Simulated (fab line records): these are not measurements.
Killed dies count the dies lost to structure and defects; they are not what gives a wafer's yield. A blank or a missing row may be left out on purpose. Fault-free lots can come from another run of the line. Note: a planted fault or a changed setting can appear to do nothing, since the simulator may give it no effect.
Matching of chambers ; flow nand_harc ; 4 sister chambers for NHARC_A_CONTACT_ETCH_75 on rie_diel-01
The step etches the open film in CF4, target depth 39 nm, time 65 s. 8 wafers are shown with their chamber, then 7 later ones without.

== WAFERS, EACH WITH ITS CHAMBER ==
wafer;chamber;showerhead_plenum_p_Torr (Torr);drypump_motor_current_A (A)
L840.6;3;1.64;5.67
L841.2;2;1.84;5.68
L841.3;3;1.64;5.69
L842.4;0;1.80;6.17
L842.6;1;1.84;5.89
L846.3;1;1.84;5.89
L855.1;2;1.84;5.67
L855.4;0;1.79;6.16

== WAFERS MISSING THEIR CHAMBER ==
wafer;showerhead_plenum_p_Torr (Torr);drypump_motor_current_A (A)
L855.5;1.84;5.69
L856.2;1.79;6.16
L856.4;1.91;5.66
L856.6;1.79;6.16
L860.1;1.83;5.92
L860.4;1.91;5.67
L860.5;1.91;5.66

== THE CHAMBER EACH PASSED THROUGH ==
wafer;from the rows above;in truth
L855.5;2;2
L856.2;0;0
L856.4;2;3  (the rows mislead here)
L856.6;0;0
L860.1;1;1
L860.4;2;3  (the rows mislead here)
L860.5;2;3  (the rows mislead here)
4 of 7 placed correctly. Not placeable from these rows: 0. 3 placed wrongly.
How it was worked out, from the rows above alone: a wafer's distance from a chamber is the root of the sum, over the readings, of the square of ((its reading less the chamber's mean) divided by the reading's scatter). The wafer belongs to the nearest chamber; if the next one is less than 2 further off, it can't be placed. The mean given for a chamber averages the wafers shown for that chamber. The scatter: take each reading less its chamber's mean, square it, sum over the shown wafers, divide by the number of wafers less the number of chambers, and take the root.
